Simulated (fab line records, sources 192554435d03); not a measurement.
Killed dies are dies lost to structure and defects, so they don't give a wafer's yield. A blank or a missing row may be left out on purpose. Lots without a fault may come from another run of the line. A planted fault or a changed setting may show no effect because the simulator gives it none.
fab line records | flow n5_finfet
record lots=11 wafers=33 last_day=18
route steps=1938 shown ILD0@344 SDB@356 HKMG_FIN@386
lots that met no fault: from a run of the same line without faults
start_h: hours from the record's first day to the start of the lot's first wafer shown | wait_h: hours since the lot's step before | " the same as in the row above | L1.1+2: a row that stands for several wafers | - no value, or no start given | * or withheld: withheld | < > ~ a bound
route shown NAME@n: a module of which the file shows steps, and the number in the route of the first | usual: mean/standard deviation of fault-free wafers | same: alike in all rows | chamber/n: place in a boat | sites: the reading at each site | _std_site: their standard deviation | _edge_site: outer sites' mean less inner sites' | radius_mm: how far each site lies from the wafer's centre | mask NAME#n: copy n | behind: the tool/chamber that last shaped the wafer | hold: why the lot was held/for how many hours/how that ended | device: the transistor (n, p or np) that didn't switch | end of line: the same wafers' tests at the end of the route | a step without rows: its recipe alone | killed: dies lost to structure and defects at the first sort, not the wafer's yield | map: a wafer's dies, x killed, . not, _ none there
set.NAME: the setting as run; set.NAME@STEP: as run at that earlier step | model.NAME: the simulator's own value behind a step, which no gauge read
steps of the route over a sample of lots; a table a step, a row a wafer
services: from which hour (start_h, from the record's first day; less than 0 if before it) a tool's chamber was out of use, for how many hours, and why
## steps
# step N5_ILD0_CMP_12
# recipe stop_on=poly-Si material=SiNx t_overpolish_s=6 post_cmp_clean=alkaline_brush down_force_psi=2.5 platen_rpm=51.8 pad_velocity_m_s=1.0307 target_thk_nm=17.67
# usual edge_zone_pressure_frac=1.000/0.0055 motor_current_A=9.3/1 overpolish_run_s=5.999/0.0094 pad_life_wafers=981/480 time_to_endpoint_s=29.6/2.8
# columns lot.wafer tool chamber start_h wait_h edge_zone_pressure_frac motor_current_A overpolish_run_s pad_life_wafers time_to_endpoint_s
L260.1 cmp-01 3 82.50 1.2 0.992 8.3 5.986 1069 26.8
L260.4 " 1 " " 0.999 9.3 6.008 1071 30.8
L260.6 " 3 " " 1.000 8.1 5.995 - 29.6
L261.4 cmp-01 3 94.81 1.2 1.001 7.8 6.022 1148 30.9
L261.2 " 0 " " 1.005 9.4 5.998 1149 31.1
L261.6 " 2 " " 0.996 8.1 5.987 - 27.1
L262.3 cmp-03 0 100.44 1.1 1.005 8.5 5.997 288 28.7
L262.2 " 2 " " 0.993 8.9 6.005 290 27.4
L262.5 " 1 " " 1.003 9.9 5.999 - 32.9
L263.1 cmp-01 2 103.79 1.1 1.002 8.0 6.004 1212 24.1
L263.3 " 1 " " 0.996 9.2 6.015 1215 30.2
L263.5 " 2 " " 1.004 8.8 5.996 - 22.4
L264.1 cmp-04 1 108.41 1.1 0.997 9.2 5.987 924 29.2
L264.2 " 0 " " 0.991 9.6 5.993 927 26.4
L264.6 " 1 " " 0.989 9.6 6.002 - 31.1
L265.1 cmp-03 3 112.80 1.2 1.004 7.1 5.996 373 31.3
L265.4 " 0 " " 1.003 8.7 5.986 374 28.7
L265.5 " 2 " " 0.993 9.2 5.992 - 26.0
L271.2 cmp-03 0 151.96 1.1 1.001 8.5 5.990 732 29.4
L271.3 " 2 " " 0.998 9.0 5.999 734 27.7
L271.4 " 3 " " 1.000 7.5 6.006 735 31.9
L272.1 cmp-04 0 159.76 1.1 0.995 9.9 5.995 1260 27.5
L272.4 " 3 " " 0.997 11.2 5.994 1263 31.3
L272.6 " 1 " " 1.008 9.6 6.012 - 30.9
L276.2 cmp-04 1 179.82 1.1 0.995 9.5 5.996 1422 29.6
L276.4 " 2 " " 1.008 10.2 6.002 1423 27.1
L276.3 " 3 " " 0.992 11.4 5.998 1424 28.3
L277.3 cmp-04 3 184.47 1.1 0.991 10.7 5.997 1470 30.3
L277.6 " 3 " " 0.993 10.5 5.998 - 32.0
L277.5 " 0 " " 0.990 10.7 6.007 - 26.7
L279.1 cmp-04 3 198.25 1.1 1.009 11.0 5.980 1554 29.7
L279.2 " 1 " " 0.998 9.4 6.000 1556 30.5
L279.5 " 0 " " 1.003 9.8 5.981 - 28.7
# step N5_SDB_CD_MEAS_11
# recipe target_cd_nm=50 landing_energy_ev=500 detector=se_inlens polarity=opening
# usual cd_nm=50.7/1.2
# columns lot.wafer tool chamber start_h wait_h cd_nm
L260.1 cd_sem-02 0 83.27 - 50.6
L260.4 " 0 " " 50.8
L260.6 " 0 " " 52.0
L261.2 cd_sem-02 0 95.54 - 49.1
L261.4 " 0 " " 48.3
L261.6 " 0 " " 50.0
L262.2 cd_sem-03 0 101.13 - 52.0
L262.3 " 0 " " 50.6
L262.5 " 0 " " 50.7
L263.1 cd_sem-02 0 104.49 - 51.5
L263.3 " 0 " " 52.1
L263.5 " 0 " " 51.2
L264.1 cd_sem-02 0 109.09 - 48.8
L264.2 " 0 " " 51.4
L264.6 " 0 " " 48.5
L265.1 cd_sem-01 0 113.44 - 51.8
L265.4 " 0 " " 50.5
L265.5 " 0 " " 51.0
L271.2 cd_sem-01 0 152.80 - 51.2
L271.3 " 0 " " 50.9
L271.4 " 0 " " 51.2
L272.1 cd_sem-03 0 160.57 - 51.4
L272.4 " 0 " " 50.5
L272.6 " 0 " " 51.3
L276.2 cd_sem-01 0 180.64 - 48.7
L276.3 " 0 " " 49.9
L276.4 " 0 " " 50.1
L277.3 cd_sem-03 0 185.28 - 48.9
L277.5 " 0 " " 51.0
L277.6 " 0 " " 51.2
L279.1 cd_sem-02 0 199.06 - 51.9
L279.2 " 0 " " 53.2
L279.5 " 0 " " 50.8
# step N5_SDB_ETCH_25
# recipe chemistry=C4F6/O2 target=SiO2 target_depth_a=100 time_s=3.3 ion_energy_ev=250 mask_material=SiNx pressure_mtorr=30 source_w=345 bias_w=185 Ar_flow_sccm=300 C4F6_flow_sccm=10 O2_flow_sccm=10
# usual drypump_motor_current_A=5.5/0.37 oes_product_au=0.76/0.067 rf_vpp_V=664/14 showerhead_plenum_p_Torr=2.86/0.091 throttle_valve_pct=21.38/0.18
# columns lot.wafer tool chamber start_h wait_h drypump_motor_current_A oes_product_au rf_hours_counter_h rf_vpp_V showerhead_plenum_p_Torr throttle_valve_pct
L260.1 rie_diel-02 2 84.08 0.0 5.3 0.74 171 683 2.73 21.66
L260.4 " 1 " " 5.2 0.78 - 656 2.86 21.09
L260.6 " 2 " " 5.3 0.74 - 684 2.73 21.62
L261.2 rie_diel-02 0 96.30 0.0 6.1 0.80 125 654 2.76 21.08
L261.4 " 0 " " 6.2 0.79 - 654 2.76 21.08
L261.6 " 1 " " 5.2 0.78 - 657 2.86 21.10
L262.2 rie_diel-06 2 102.14 0.4 5.1 0.72 172 668 2.98 21.36
L262.3 " 3 " " 5.9 0.76 139 645 2.76 21.30
L262.5 " 1 " " 5.2 0.70 - 677 2.84 21.42
L263.1 rie_diel-01 2 105.63 0.5 5.7 0.82 73 655 2.87 21.24
L263.3 " 0 " " 5.7 0.86 47 671 2.90 21.28
L263.5 " 2 " " 5.7 0.82 - 655 2.87 21.25
L264.1 rie_diel-06 1 109.71 0.0 5.2 0.71 238 677 2.84 21.46
L264.2 " 0 " " 5.2 0.72 176 653 2.95 21.50
L264.6 " 1 " " 5.2 0.70 - 678 2.84 21.44
L265.1 rie_diel-01 1 114.39 0.0 5.7 0.97 5 680 2.91 21.06
L265.4 " 0 " " 5.8 0.86 51 672 2.90 21.31
L265.5 " 0 " " 5.7 0.86 - 671 2.90 21.28
L271.2 rie_diel-06 2 153.48 0.1 5.1 0.70 189 669 2.97 21.40
L271.3 " 3 " " 5.9 0.76 155 643 2.75 21.31
L271.4 " 0 " " 5.2 0.71 - 653 2.94 21.51
L272.1 rie_diel-06 3 161.26 0.0 5.9 0.75 159 645 2.75 21.33
L272.4 " 2 " " 5.1 0.69 193 668 2.97 21.38
L272.6 " 1 " " 5.2 1.02 - 676 2.83 21.18
L276.2 rie_diel-06 3 182.21 0.2 5.9 0.75 168 644 2.75 21.35
L276.3 " 0 " " 5.2 0.70 205 652 2.94 21.52
L276.4 " 3 " " 5.9 0.75 - 644 2.75 21.36
L277.3 rie_diel-06 0 185.90 0.0 5.2 0.70 207 653 2.93 21.53
L277.5 " 3 " " 5.9 0.74 - 644 2.74 21.34
L277.6 " 2 " " 5.1 0.69 - 669 2.96 21.40
L279.1 rie_diel-02 2 199.68 0.0 5.3 0.71 207 682 2.71 21.68
L279.2 " 3 " " 5.1 0.74 189 686 2.95 21.64
L279.5 " 0 " " 6.2 0.77 - 654 2.74 21.13
# step N5_HKMG_FIN_HK_ALD_01
# recipe material=HfO2 target_thk_a=16 temp_c=withheld ald_precursor_family=HfCl4 ald_co_reactant=H2O pulse_time_s=3 purge_time_s=3 co_reactant_purge_time_s=2.5 co_reactant_pulse_time_s=0.3 ald_cycles=30
# usual ald_cycles=30/0 precursor_pulse_height_rel=0.999/0.02
# same purge_time_s=3
# columns lot.wafer tool chamber start_h wait_h ald_cycles precursor_pulse_height_rel
L260.1 ald_hk-01 0 88.04 0.0 30 1.009
L260.4 " 3 " " 30 1.019
L260.6 " 1 " " 30 1.005
L261.2 ald_hk-01 1 100.36 0.0 30 0.996
L261.4 " 0 " " 30 0.973
L261.6 " 2 " " 30 1.021
L262.2 ald_hk-01 1 106.31 0.0 30 0.983
L262.3 " 2 " " 30 1.024
L262.5 " 2 " " 30 0.989
L263.1 ald_hk-02 3 109.54 0.0 30 1.040
L263.3 " 2 " " 30 1.033
L263.5 " 3 " " 30 0.983
L264.1 ald_hk-03 2 113.62 0.0 30 1.012
L264.2 " 3 " " 30 0.992
L264.6 " 0 " " 30 1.000
L265.1 ald_hk-02 2 118.40 0.0 30 1.020
L265.4 " 1 " " 30 1.008
L265.5 " 1 " " 30 1.010
L271.2 ald_hk-01 0 157.39 0.0 30 1.024
L271.3 " 1 " " 30 0.989
L271.4 " 3 " " 33 0.976
L272.1 ald_hk-01 2 165.23 0.0 33 0.991
L272.4 " 0 " " 33 0.989
L272.6 " 3 " " 30 0.960
L276.2 ald_hk-02 1 186.80 0.0 30 0.998
L276.3 " 0 " " 30 1.052
L276.4 " 3 " " 30 1.030
L277.3 ald_hk-03 3 190.13 0.0 30 0.991
L277.5 " 0 " " 30 1.015
L277.6 " 3 " " 30 0.992
L279.1 ald_hk-02 3 203.76 0.1 30 0.985
L279.2 " 0 " " 30 1.006
L279.5 " 0 " " 30 0.978
# step N5_HKMG_FIN_THK_MEAS_70
# recipe thk_meas_gauge=xrf reads=HfO2_of_HKMG_FIN_HK_ALD_01
# usual HK_THK=1.613/0.019
# columns lot.wafer tool chamber start_h wait_h HK_THK[nm]
L260.1 film_metro-01 - 91.48 0.2 1.582
L260.4 " - " " 1.607
L260.6 " - " " 1.607
L261.2 film_metro-02 - 103.98 0.2 1.614
L261.4 " - " " 1.629
L261.6 " - " " 1.659
L262.2 film_metro-02 - 109.65 0.2 1.587
L262.3 " - " " 1.587
L262.5 " - " " 1.624
L263.1 film_metro-02 - 113.31 0.2 1.635
L263.3 " - " " 1.605
L263.5 " - " " 1.639
L264.1 film_metro-02 - 117.38 0.2 1.637
L264.2 " - " " 1.616
L264.6 " - " " 1.633
L265.1 film_metro-02 - 121.85 0.2 1.612
L265.4 " - " " 1.626
L265.5 " - " " 1.604
L271.2 film_metro-02 - 161.28 0.2 1.615
L271.3 " - " " 1.623
L271.4 " - " " 1.766
L272.1 film_metro-01 - 168.80 0.2 1.750
L272.4 " - " " 1.757
L272.6 " - " " 1.595
L276.2 film_metro-01 - 190.27 0.2 1.612
L276.3 " - " " 1.607
L276.4 " - " " 1.613
L277.3 film_metro-02 - 193.98 0.2 1.656
L277.5 " - " " 1.626
L277.6 " - " " 1.613
L279.1 film_metro-02 - 207.24 0.2 1.603
L279.2 " - " " 1.614
L279.5 " - " " 1.580
## services
# columns tool chamber start_h hours kind
cmp-03 - 58.66 4.0 pm
cmp-03 - 62.66 - consumable_replace:conditioner
cmp-01 - 63.85 0.6 repair
cmp-01 - 70.94 0.4 repair
cmp-04 - 79.93 5.5 repair
rie_diel-01 2 84.59 4.7 repair
cmp-01 - 86.08 1.8 repair
cmp-03 - 89.40 0.2 repair
rie_diel-02 0 92.12 4.1 repair
rie_diel-06 3 93.50 2.2 repair
cmp-01 - 120.50 1.2 repair
cmp-04 - 129.99 4.7 pm
rie_diel-06 1 144.17 - clean
rie_diel-06 1 144.17 - consumable_replace:focus_ring
rie_diel-06 1 144.17 14.5 scheduled_down
rie_diel-06 1 144.17 14.5 vent_cycle
cmp-04 - 150.54 5.1 repair
ald_hk-02 - 159.25 1.0 repair
ald_hk-02 - 172.69 0.7 repair
rie_diel-02 2 173.19 5.9 repair
rie_diel-06 1 176.21 35.1 repair
rie_diel-02 - 182.74 0.5 repair
rie_diel-02 2 192.53 6.0 repair
cmp-01 - 197.60 4.0 pm
## key
first_sign step=N5_HKMG_FIN_HK_ALD_01 reading=ald_cycles direction=up sigmas=99+ usual=* struck=*
effect step=N5_HKMG_FIN_THK_MEAS_70 reading=HK_THK direction=up sigmas=7.5 usual=1.613 struck=1.758
met_at N5_HKMG_FIN_HK_ALD_01
struck_lots L271,L272
struck_wafers L271.4,L272.1,L272.4
tester_left_out L271,L272
not_acting_at N5_ILD0_CMP_12,N5_SDB_CD_MEAS_11,N5_SDB_ETCH_25
onset_between 106.31 157.39
fault kind=process_parameter_drift tool=ald_hk-01 chamber=- onset_h=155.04 steps=N5_HKMG_FIN_HK_ALD_01 channel=ald_cycles offset=* shape=step end_h=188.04 scope=struck_wafers_only acts_in=* stated=*
# tester_left_out: of these lots the tester's yield and bins aren't shown, on N5 and GAA mostly nor the transistor test; their killed dies are dies lost to structure and defects alone, not to doping, threshold or leakage, so they don't give the yield
